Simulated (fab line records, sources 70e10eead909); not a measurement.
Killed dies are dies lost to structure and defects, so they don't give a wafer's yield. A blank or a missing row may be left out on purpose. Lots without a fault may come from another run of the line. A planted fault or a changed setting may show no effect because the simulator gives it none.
A struck lot beside a sound one | flow nand_harc | 14 steps out of a route of 1302
Sound: wafers L783.1, L783.3, L783.4. Struck: wafers L788.3, L788.4. The cause comes at the end.
At each step with rows: each side's tool, then ch and its chambers, then its first start. Under that, the readings that differ: sound wafers | struck wafers | difference of the means | sigmas: that difference in standard deviations of wafers without a fault.
alike: readings whose means differ by less than 2 such deviations, and words and numbers that are the same on both sides. not compared: withheld readings, readings that some wafer has no value for, bounds like >300 that may hide the same value, and numbers for which the record gives no deviation and whose values overlap.
The two part at a step that has a row with sigmas, a row that says differs or no value, or rows on one side only. Numbers that don't overlap but have no deviation are shown without sigmas and don't part them. A reading that every wafer of one side lacks parts them only if that side has two wafers or more.

first, 2 steps without rows for these wafers: NHARC_A_STAIRCASE_DESCUM_11 (chemistry O2, time 3 s); NHARC_A_STAIRCASE_TRIM_12 (chemistry O2, time 211.2 s).
NHARC_A_STAIRCASE_ETCH_13: etches the open film in C4F8/O2, target depth 100 nm, time 40.5 s.
  sound on rie_diel-06 ch 0,1,3; struck on rie_diel-01 ch 1,2
  reading                | sound    | struck | difference | sigmas
  rf_hours_counter_h (h) | 32 35 31 | 12 11  | -21        |
  alike: oes_product_au, rf_fwd_power_W, rf_vpp_V
then, 1 step without rows for these wafers: NHARC_A_STAIRCASE_TRIM_14 (chemistry O2, time 211.2 s).
NHARC_A_STAIRCASE_ETCH_15: etches the open film in C4F8/O2, target depth 100 nm, time 40.5 s.
  sound on rie_diel-06 ch 1,2,3; struck on rie_diel-01 ch 2,3
  reading                | sound    | struck | difference | sigmas
  rf_hours_counter_h (h) | 34 35 32 | 14 12  | -21        |
  alike: oes_product_au, rf_fwd_power_W, rf_vpp_V
NHARC_A_STAIRCASE_TRIM_16: chemistry O2, time 211.2 s.
  sound on rie_diel-06 ch 1,2,3; struck on rie_diel-01 ch 0,3
  reading                | sound    | struck | difference | sigmas
  rf_hours_counter_h (h) | 35 34 32 | 14 13  | -20        |
  alike: drypump_motor_current_A, oes_product_au, rf_vpp_V, run_length_s, showerhead_plenum_p_Torr, throttle_valve_pct
then, 1 step without rows for these wafers: NHARC_A_STAIRCASE_ETCH_17 (etches the open film in C4F8/O2, target depth 100 nm, time 40.5 s).
NHARC_A_STAIRCASE_TRIM_18: chemistry O2, time 211.2 s.
  sound on rie_diel-06 ch 0,2,3; struck on rie_diel-01 ch 2,3
  reading                | sound    | struck | difference | sigmas
  rf_hours_counter_h (h) | 33 34 35 | 12 14  | -21        |
  alike: drypump_motor_current_A, oes_product_au, rf_vpp_V, run_length_s, showerhead_plenum_p_Torr, throttle_valve_pct
NHARC_A_STAIRCASE_ETCH_19: etches the open film in C4F8/O2, target depth 100 nm, time 40.5 s.
  sound on rie_diel-06 ch 1,2,3; struck on rie_diel-01 ch 1,3
  reading                | sound    | struck | difference | sigmas
  rf_hours_counter_h (h) | 36 32 35 | 14 11  | -22        |
  alike: oes_product_au, rf_fwd_power_W, rf_vpp_V
then, 2 steps without rows for these wafers: NHARC_A_STAIRCASE_TRIM_20 (chemistry O2, time 211.2 s); NHARC_A_STAIRCASE_ETCH_21 (etches the open film in C4F8/O2, target depth 100 nm, time 40.5 s).
NHARC_A_STAIRCASE_TRIM_22: chemistry O2, time 211.2 s.
  sound on rie_diel-06 ch 0,1,2, day 17 04:29; struck on rie_diel-01 ch 2,3, day 18 21:22
  reading                | sound             | struck      | difference | sigmas
  rf_hours_counter_h (h) | 35 33 34          | 14 13       | -20        |
  run_length_s (s)       | 233.1 232.2 232.6 | 310.0 308.9 | +76.8      | +99 or more
  alike: drypump_motor_current_A, oes_product_au, rf_vpp_V, showerhead_plenum_p_Torr, throttle_valve_pct
then, 1 step without rows for these wafers: NHARC_A_STAIRCASE_ETCH_23 (etches the open film in C4F8/O2, target depth 100 nm, time 40.5 s).
-- the record jumps here: 8 days lie between the struck wafers' starts before and after (it left off in module A_STAIRCASE and takes up again in module END, whose first step shown is number 1302 of the route) --
NHARC_END_SORT_01:
  the record has rows for the struck wafers here (prober-02 ch 0, day 27 07:39) and none for the sound ones

WHERE THEY PART
First at NHARC_A_STAIRCASE_TRIM_22; last, within this record, at NHARC_END_SORT_01.

WHY: what the simulator had put in
Process parameter drift: rie_diel-01, from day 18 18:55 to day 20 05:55, at NHARC_A_STAIRCASE_TRIM_22. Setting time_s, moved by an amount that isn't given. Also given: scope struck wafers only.
